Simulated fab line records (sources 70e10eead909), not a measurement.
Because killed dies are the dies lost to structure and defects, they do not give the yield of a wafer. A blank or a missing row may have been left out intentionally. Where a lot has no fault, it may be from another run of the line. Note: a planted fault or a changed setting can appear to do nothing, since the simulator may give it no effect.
What tool caused it? | flow nand_harc | 14 lots with 42 wafers sampled at 4 steps, on a route of 1302 steps

WHAT THE GAUGES READ, wafer by wafer
NHARC_A_CHANNEL_FILL_D1_INSPECT_13. Usual: raw_defect_count 302, standard deviation 90.
lot  | measured     | on                | raw_defect_count | flag
L174 | day 11 17:20 | defect_inspect-02 | 351 291 286      |
L176 | day 12 02:18 | defect_inspect-01 | 285 380 283      |
L175 | day 12 02:18 | defect_inspect-02 | 225 257 379      |
L173 | day 12 02:20 | defect_inspect-01 | 302 260 456      |
L178 | day 12 19:11 | defect_inspect-01 | 463 160 440      |
L179 | day 13 05:44 | defect_inspect-02 | 346 241 415      |
L180 | day 14 02:29 | defect_inspect-01 | 327 285 261      |
L181 | day 14 11:26 | defect_inspect-01 | 351 322 258      |
L184 | day 15 09:56 | defect_inspect-02 | 267 307 244      |
L183 | day 15 16:11 | defect_inspect-02 | 259 557 317      |
L189 | day 17 15:04 | defect_inspect-01 | 261 285 305      |
L190 | day 18 07:50 | defect_inspect-02 | 278 356 285      |
L191 | day 18 12:31 | defect_inspect-02 | 454 336 240      |
L196 | day 20 12:50 | defect_inspect-02 | 244 360 383      |

NHARC_END_SORT_01. Usual: killed_at_array 58, standard deviation 20; killed_at_other 0.8, standard deviation 1; killed_at_periphery 4.6, standard deviation 2.8; killed_dies 63, standard deviation 19; killed_open 3.4, standard deviation 2; killed_short 2.4, standard deviation 1.8.
lot  | measured     | on        | killed_at_array | killed_at_other | killed_at_periphery | killed_dies | killed_open | killed_short | flag
L189 | day 31 06:34 | prober-01 | 675 674 675     | 1 0 1           | 1 3 1               | 677 677 677 | 3 4 0       | 4 0 0        | OFF
L190 | day 32 19:04 | prober-01 | 671 675 674     | 0 0 0           | 6 2 3               | 677 677 677 | 3 4 4       | 4 1 2        | OFF
L191 | day 33 02:03 | prober-01 | 674 672 668     | 0 1 0           | 3 4 9               | 677 677 677 | 4 0 7       | 4 1 3        | OFF

WHICH TOOL RAN EACH LOT (tool, then ch and the chambers of the sampled wafers, then the start)
lot  | NHARC_A_DECK1_JOINT_CMP_02    | NHARC_A_ONON_D2_DEP_12
L174 | cmp-02 ch 1,2,3, day 13 01:50 | pecvd_onon-03 ch 0, day 13 04:56
L176 | cmp-01 ch 0,1, day 13 13:31   | pecvd_onon-04 ch 0, day 13 16:32
L175 | cmp-02 ch 0,2,3, day 13 13:31 | pecvd_onon-03 ch 0, day 13 16:43
L173 | cmp-03 ch 1,2, day 13 13:29   | pecvd_onon-01 ch 0, day 13 16:42
L178 | cmp-03 ch 0,1,2, day 14 05:14 | pecvd_onon-01 ch 0, day 14 08:17
L179 | cmp-01 ch 0,3, day 14 17:17   | pecvd_onon-04 ch 0, day 14 20:28
L180 | cmp-03 ch 0,2,3, day 15 15:52 | pecvd_onon-03 ch 0, day 15 19:02
L181 | cmp-01 ch 2,3, day 15 23:22   | pecvd_onon-03 ch 0, day 16 02:29
L184 | cmp-01 ch 0,1,2, day 16 21:14 | pecvd_onon-01 ch 0, day 17 00:19
L183 | cmp-03 ch 0,1,2, day 17 00:25 | pecvd_onon-04 ch 0, day 17 03:26
L189 | cmp-03 ch 1,2,3, day 19 01:16 | pecvd_onon-01, day 19 04:19
L190 | cmp-01 ch 1,3, day 19 22:31   | pecvd_onon-03, day 20 01:38
L191 | cmp-02 ch 0,1,2, day 20 00:47 | pecvd_onon-03, day 20 04:16
L196 | cmp-01 ch 0,2, day 21 23:08   | pecvd_onon-03 ch 0, day 22 02:10
- NHARC_A_DECK1_JOINT_CMP_02: polishes SiOx.
- NHARC_A_ONON_D2_DEP_12: target thk 1000 nm.

WHAT THE TOOLS THEMSELVES READ (means of the sampled wafers that have a number; where no wafer has one, the mark that the record gives instead)
NHARC_A_DECK1_JOINT_CMP_02. Usual: edge_zone_pressure_frac 1.000, standard deviation 0.0044; motor_current_A 12.0 A, standard deviation 1; pad_life_wafers 192, standard deviation 93; slurry_filter_dp_kPa 13.46 kPa, standard deviation 0.14.
lot  | tool   | edge_zone_pressure_frac | motor_current_A (A) | pad_life_wafers | slurry_filter_dp_kPa (kPa) | flag
L174 | cmp-02 | 0.994                   | 11.7                | 170             | 13.51                      |
L176 | cmp-01 | 0.999                   | 11.4                | 55              | 13.44                      |
L175 | cmp-02 | 0.997                   | 12.3                | 212             | 13.43                      |
L173 | cmp-03 | 1.001                   | 12.9                | 144             | 13.38                      |
L178 | cmp-03 | 1.000                   | 12.1                | 211             | 13.43                      |
L179 | cmp-01 | 1.001                   | 12.6                | 151             | 13.41                      |
L180 | cmp-03 | 0.998                   | 11.7                | 397             | 13.52                      |
L181 | cmp-01 | 0.999                   | 12.5                | 270             | 13.50                      |
L184 | cmp-01 | 0.998                   | 12.5                | 351             | 13.57                      |
L183 | cmp-03 | 1.002                   | 11.9                | 68              | 13.38                      |
L189 | cmp-03 | 1.002                   | 11.9                | 260             | 13.50                      |
L190 | cmp-01 | 1.001                   | 11.4                | 194             | 13.52                      |
L191 | cmp-02 | 1.001                   | 11.8                | 86              | 13.46                      |
L196 | cmp-01 | 0.998                   | 12.7                | 49              | 13.57                      |

NHARC_A_ONON_D2_DEP_12. Usual: n2_flow_sccm 2749 sccm, standard deviation 8.1; n2o_flow_sccm 2000 sccm, standard deviation 5.2; sih4_flow_sccm 210.0 sccm, standard deviation 0.57.
lot  | tool          | n2_flow_sccm (sccm) | n2o_flow_sccm (sccm) | sih4_flow_sccm (sccm) | flag
L174 | pecvd_onon-03 | 2751                | 1997                 | 210.5                 |
L176 | pecvd_onon-04 | 2756                | 2000                 | 209.9                 |
L175 | pecvd_onon-03 | 2757                | 2004                 | 209.4                 |
L173 | pecvd_onon-01 | 2749                | 2001                 | 209.7                 |
L178 | pecvd_onon-01 | 2747                | 1995                 | 209.6                 |
L179 | pecvd_onon-04 | 2744                | 1999                 | 210.1                 |
L180 | pecvd_onon-03 | 2751                | 1997                 | 209.9                 |
L181 | pecvd_onon-03 | 2747                | 1999                 | 210.9                 |
L184 | pecvd_onon-01 | 2729                | 2002                 | 209.4                 |
L183 | pecvd_onon-04 | 2751                | 2008                 | 210.4                 |
L189 | pecvd_onon-01 | -                   | -                    | -                     | OFF
L190 | pecvd_onon-03 | -                   | -                    | -                     | OFF
L191 | pecvd_onon-03 | -                   | -                    | -                     | OFF
L196 | pecvd_onon-03 | 2746                | 1999                 | 209.2                 |

THE ANSWER, worked out from the rows above alone
Rule: lot off if the mean of its wafers having a number is beyond 3 standard deviations from the usual mean. A lot without any number at a reading at which 4 lots or more have one is off too. Where the step has rows for the other lots, those lots are counted as sound. First the gauges in route order, then the tools' own readings, where a lot's mean is used as printed above. The first step at which some lot is off is used, and at that step the reading that is off furthest; a lot without a number counts as furthest.
Off, at NHARC_END_SORT_01 on killed_dies: L189, L190, L191. Neither off nor sound, because the step has no rows for them: L174, L176, L175, L173, L178, L179, L180, L181, L184, L183, L196.
A tool fits if, at a process step before that reading, it ran every lot that is off, and no sound lot after the first of them. Not tried: the gauges at NHARC_END_SORT_01; whatever is off there is also off at NHARC_A_ONON_D2_DEP_12, on other tools, and gauge error can't account for it. Of those tried, none fits.

WHAT THE SIMULATOR PUT IN
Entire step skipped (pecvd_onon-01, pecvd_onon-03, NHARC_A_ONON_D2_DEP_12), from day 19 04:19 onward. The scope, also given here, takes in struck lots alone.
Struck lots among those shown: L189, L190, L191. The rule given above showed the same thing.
